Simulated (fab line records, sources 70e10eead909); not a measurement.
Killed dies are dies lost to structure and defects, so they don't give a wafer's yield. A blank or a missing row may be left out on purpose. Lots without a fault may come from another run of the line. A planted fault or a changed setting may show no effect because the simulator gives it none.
Which tool did it? | flow nand_harc | 12 lots, 36 wafers sampled, at 5 steps of a route of 1159

WHAT THE GAUGES READ, wafer by wafer
NHARC_END_SORT_01. Usual: defect_limited_yield 95.7 %, standard deviation 1.4; killed_at_array 25, standard deviation 9.2; killed_at_other 0.9, standard deviation 1.3; killed_at_periphery 3.3, standard deviation 2.3; killed_dies 29, standard deviation 9.6; killed_open 3.2, standard deviation 1.8; killed_short 2, standard deviation 1.4; sort_bin_2_pct 1.3 %, standard deviation 0.65; sort_bin_3_pct 0.25 %, standard deviation 0.21; sort_bin_4_pct 2.8 %, standard deviation 0.9; sort_n_pass 648, standard deviation 9.6; sort_rim_yield_pct 94 %, standard deviation 3; sort_yield_pct 95.7 %, standard deviation 1.4.
lot  | measured     | on        | defect_limited_yield (%) | killed_at_array | killed_at_other | killed_at_periphery | killed_dies | killed_open | killed_short | sort_bin_2_pct (%) | sort_bin_3_pct (%) | sort_bin_4_pct (%) | sort_n_pass | sort_rim_yield_pct (%) | sort_yield_pct (%) | flag
L687 | day 20 03:02 | prober-01 | 95.0 95.4 95.0           | 31 22 30        | 0 1 0           | 3 8 4               | 34 31 34    | 2 6 3       | 4 1 2        | 1.6 1.9 1.8        | 0.44 0.15 0.44     | 3.0 2.5 2.8        | 643 646 643 | 93 94 94               | 95.0 95.4 95.0     |
L691 | day 20 19:29 | prober-01 | 97.6 96.0 95.9           | 15 23 24        | 0 0 0           | 1 4 4               | 16 27 28    | 2 2 1       | 0 5 1        | 0.4 1.5 0.9        | 0.15 0 0.15        | 1.8 2.5 3.1        | 661 650 649 | 92 93 97               | 97.6 96.0 95.9     |
L699 | day 23 14:02 | prober-02 | 96.0 85.2 85.7           | 24 98 91        | 2 1 5           | 1 1 1               | 27 100 97   | 3 0 3       | 5 2 5        | 1.0 6.6 5.0        | 0.44 5.02 5.32     | 2.5 3.1 4.0        | 650 577 580 | 96 85 86               | 96.0 85.2 85.7     | OFF
L702 | day 24 08:14 | prober-02 | 95.9 96.8 86.1           | 19 14 91        | 3 2 0           | 6 6 3               | 28 22 94    | 5 4 4       | 2 6 5        | 1.0 1.3 5.6        | 0 0.15 4.43        | 3.1 1.8 3.8        | 649 655 583 | 93 98 83               | 95.9 96.8 86.1     | OFF
L707 | day 24 17:45 | prober-01 | 96.3 96.5 97.0           | 17 16 15        | 2 1 2           | 6 7 3               | 25 24 20    | 6 3 2       | 2 1 3        | 0.9 1.5 0.9        | 0 0.15 0           | 2.8 1.9 2.1        | 652 653 657 | 96 94 93               | 96.3 96.5 97.0     |

WHICH TOOL RAN EACH LOT (tool, then ch and the chambers of the sampled wafers, then the start)
lot  | NHARC_A_BONDPAD_DEP_00          | NHARC_THIN_TSV_DESCUM_14           | NHARC_THIN_TSV_ETCH_15           | NHARC_THIN_TSV_PVD_19
L685 | pecvd-04 ch 0,1,2, day 17 19:47 | rie_diel-07 ch 0,2,3, day 18 13:49 | rie_si-03 ch 1,2,3, day 18 14:28 | pvd_sputter-03, no start
L688 | pecvd-04 ch 0,1,2, day 18 07:34 | rie_diel-07 ch 0,2,3, day 19 02:23 | rie_si-03 ch 1,2,3, day 19 03:01 | pvd_sputter-02, no start
L689 | pecvd-04 ch 1,2, day 18 11:56   | rie_diel-11 ch 1,2, day 19 03:33   | rie_si-02 ch 0,1,3, day 19 04:13 | pvd_sputter-02, no start
L687 | pecvd-03 ch 0,1, day 18 12:16   | rie_diel-11 ch 0,1, day 19 07:45   | rie_si-03 ch 1,3, day 19 08:25   | pvd_sputter-03, day 20 03:02 or earlier
L691 | pecvd-01 ch 0,2, day 19 11:53   | rie_diel-04 ch 0,1,3, day 20 04:47 | rie_si-03 ch 0,2,3, day 20 05:25 | pvd_sputter-01, day 20 19:29 or earlier
L699 | pecvd-04 ch 1,2, day 22 00:51   | rie_diel-07 ch 0,1,3, day 22 23:15 | rie_si-03 ch 0,1,2, day 22 23:55 | pvd_sputter-01, day 23 14:02 or earlier
L702 | pecvd-04 ch 0,1,2, day 22 11:10 | rie_diel-11 ch 0,1,2, day 23 07:05 | rie_si-03 ch 0,1,2, day 23 07:45 | pvd_sputter-03, day 24 08:14 or earlier
L704 | pecvd-01 ch 0,1,2, day 22 12:43 | rie_diel-04 ch 0,1,2, day 23 09:31 | rie_si-03 ch 0,2,3, day 23 10:10 | pvd_sputter-02, no start
L705 | pecvd-01 ch 0,1,2, day 22 15:46 | rie_diel-11 ch 1,2, day 23 10:48   | rie_si-04 ch 0,3, day 23 11:28   | pvd_sputter-03, no start
L707 | pecvd-03 ch 0,1,2, day 23 04:48 | rie_diel-04 ch 0,1, day 23 19:16   | rie_si-02 ch 2,3, day 23 19:55   | pvd_sputter-03, day 24 17:45 or earlier
L706 | pecvd-03 ch 0,1,2, day 23 05:45 | rie_diel-04 ch 0,1,2, day 24 00:25 | rie_si-02 ch 0,1,2, day 24 01:05 | pvd_sputter-02, no start
L708 | pecvd-03 ch 0,1,2, day 23 17:34 | rie_diel-04 ch 1,2,3, day 24 10:29 | rie_si-02 ch 1,2, day 24 11:18   | pvd_sputter-02, no start
- NHARC_A_BONDPAD_DEP_00: deposits SiCN, target thk 250 nm.
- NHARC_THIN_TSV_DESCUM_14: chemistry O2, time 3 s.
- NHARC_THIN_TSV_ETCH_15: target depth 3000 nm, bosch target overetch cycles 2, bosch etch step 2.8 s.
- NHARC_THIN_TSV_PVD_19: deposits TaN, target thk 20 nm.

WHAT THE TOOLS THEMSELVES READ (means of the sampled wafers that have a number; where no wafer has one, the mark that the record gives instead)
NHARC_A_BONDPAD_DEP_00. Usual: chamber_pressure_Torr 2.999 Torr, standard deviation 0.0065; heater_power_w 590 W, standard deviation 74.
lot  | tool     | chamber_pressure_Torr (Torr) | heater_power_w (W) | flag
L685 | pecvd-04 | 3.002                        | 545                |
L688 | pecvd-04 | 3.001                        | 537                |
L689 | pecvd-04 | 3.005                        | 590                |
L687 | pecvd-03 | 3.001                        | 558                |
L691 | pecvd-01 | 3.001                        | 618                |
L699 | pecvd-04 | 2.999                        | 514                |
L702 | pecvd-04 | 2.992                        | 519                |
L704 | pecvd-01 | 2.992                        | 621                |
L705 | pecvd-01 | 3.000                        | 610                |
L707 | pecvd-03 | 3.003                        | 630                |
L706 | pecvd-03 | 3.000                        | 614                |
L708 | pecvd-03 | 3.000                        | 611                |

NHARC_THIN_TSV_DESCUM_14. Usual: drypump_motor_current_A 5.8 A, standard deviation 0.34; oes_product_au 0.997 a.u., standard deviation 0.0085; rf_vpp_V 57.7 V, standard deviation 0.88; showerhead_plenum_p_Torr 1.89 Torr, standard deviation 0.092; throttle_valve_pct 11.313 %, standard deviation 0.0094.
lot  | tool        | drypump_motor_current_A (A) | oes_product_au (a.u.) | rf_vpp_V (V) | showerhead_plenum_p_Torr (Torr) | throttle_valve_pct (%) | flag
L685 | rie_diel-07 | 5.8                         | 1.001                 | 57.6         | 1.95                            | 11.324                 |
L688 | rie_diel-07 | 5.8                         | 1.002                 | 58.0         | 1.95                            | 11.309                 |
L689 | rie_diel-11 | 6.2                         | 0.996                 | 57.7         | 1.88                            | 11.310                 |
L687 | rie_diel-11 | 6.0                         | 0.993                 | 57.7         | 1.88                            | 11.314                 |
L691 | rie_diel-04 | 5.7                         | 1.002                 | 57.1         | 1.89                            | 11.316                 |
L699 | rie_diel-07 | 6.0                         | 0.997                 | 57.9         | 1.90                            | 11.305                 |
L702 | rie_diel-11 | 5.9                         | 0.998                 | 58.2         | 1.93                            | 11.302                 |
L704 | rie_diel-04 | 5.7                         | 1.002                 | 57.8         | 1.88                            | 11.314                 |
L705 | rie_diel-11 | 6.2                         | 1.004                 | 57.5         | 1.87                            | 11.320                 |
L707 | rie_diel-04 | 5.5                         | 0.999                 | 57.3         | 1.95                            | 11.311                 |
L706 | rie_diel-04 | 5.6                         | 1.002                 | 57.9         | 1.88                            | 11.311                 |
L708 | rie_diel-04 | 5.8                         | 0.997                 | 57.5         | 1.88                            | 11.318                 |

NHARC_THIN_TSV_ETCH_15. Usual: drypump_motor_current_A 5.7 A, standard deviation 0.31; he_backside_leak_sccm 2.68 sccm, standard deviation 0.27.
lot  | tool      | drypump_motor_current_A (A) | he_backside_leak_sccm (sccm) | flag
L685 | rie_si-03 | 5.8                         | 2.47                         |
L688 | rie_si-03 | 5.9                         | 2.44                         |
L689 | rie_si-02 | 5.6                         | 2.77                         |
L687 | rie_si-03 | 6.1                         | 2.60                         |
L691 | rie_si-03 | 5.8                         | 2.51                         |
L699 | rie_si-03 | 5.7                         | 2.51                         |
L702 | rie_si-03 | 5.7                         | 2.57                         |
L704 | rie_si-03 | 5.8                         | 2.55                         |
L705 | rie_si-04 | 5.8                         | 2.58                         |
L707 | rie_si-02 | 5.5                         | 2.98                         |
L706 | rie_si-02 | 5.5                         | 2.71                         |
L708 | rie_si-02 | 5.6                         | 2.77                         |

NHARC_THIN_TSV_PVD_19. Usual: throttle_valve_pct 30.3 %, standard deviation 0.87.
lot  | tool           | throttle_valve_pct (%) | flag
L685 | pvd_sputter-03 | 30.4                   |
L688 | pvd_sputter-02 | 29.8                   |
L689 | pvd_sputter-02 | 29.7                   |
L687 | pvd_sputter-03 | 30.4                   |
L691 | pvd_sputter-01 | 30.5                   |
L699 | pvd_sputter-01 | 31.0                   |
L702 | pvd_sputter-03 | 30.4                   |
L704 | pvd_sputter-02 | 30.1                   |
L705 | pvd_sputter-03 | 29.9                   |
L707 | pvd_sputter-03 | 30.3                   |
L706 | pvd_sputter-02 | 30.0                   |
L708 | pvd_sputter-02 | 30.7                   |

THE ANSWER, worked out from the rows above alone
Rule: a lot is off if the mean of its wafers that have a number lies more than 3 standard deviations from the usual mean. A lot without any number at a reading at which 4 lots or more have one is off too. The other lots that the step has rows for count as sound. The gauges are gone through in route order, then the tools' own readings, and for those a lot's mean is taken as printed above. The first step at which some lot is off is used, and at that step the reading that is off furthest; a lot without a number counts as furthest.
Off: L699, L702, at NHARC_END_SORT_01 (sort_bin_3_pct). Neither off nor sound, because the step has no rows for them: L685, L688, L689, L704, L705, L706, L708.
A tool fits if, at a process step before that reading, it ran every lot that is off, and no sound lot after the first of them. The gauges at NHARC_END_SORT_01 are tried like those tools. NHARC_THIN_TSV_PVD_19 gives no start for some lots, so the hours and the order of its lots are those of NHARC_END_SORT_01. Can't be told from this: 3 tools fit, pecvd-04 at NHARC_A_BONDPAD_DEP_00, rie_si-03 at NHARC_THIN_TSV_ETCH_15, prober-02 at NHARC_END_SORT_01.

WHAT THE SIMULATOR HAD PUT IN
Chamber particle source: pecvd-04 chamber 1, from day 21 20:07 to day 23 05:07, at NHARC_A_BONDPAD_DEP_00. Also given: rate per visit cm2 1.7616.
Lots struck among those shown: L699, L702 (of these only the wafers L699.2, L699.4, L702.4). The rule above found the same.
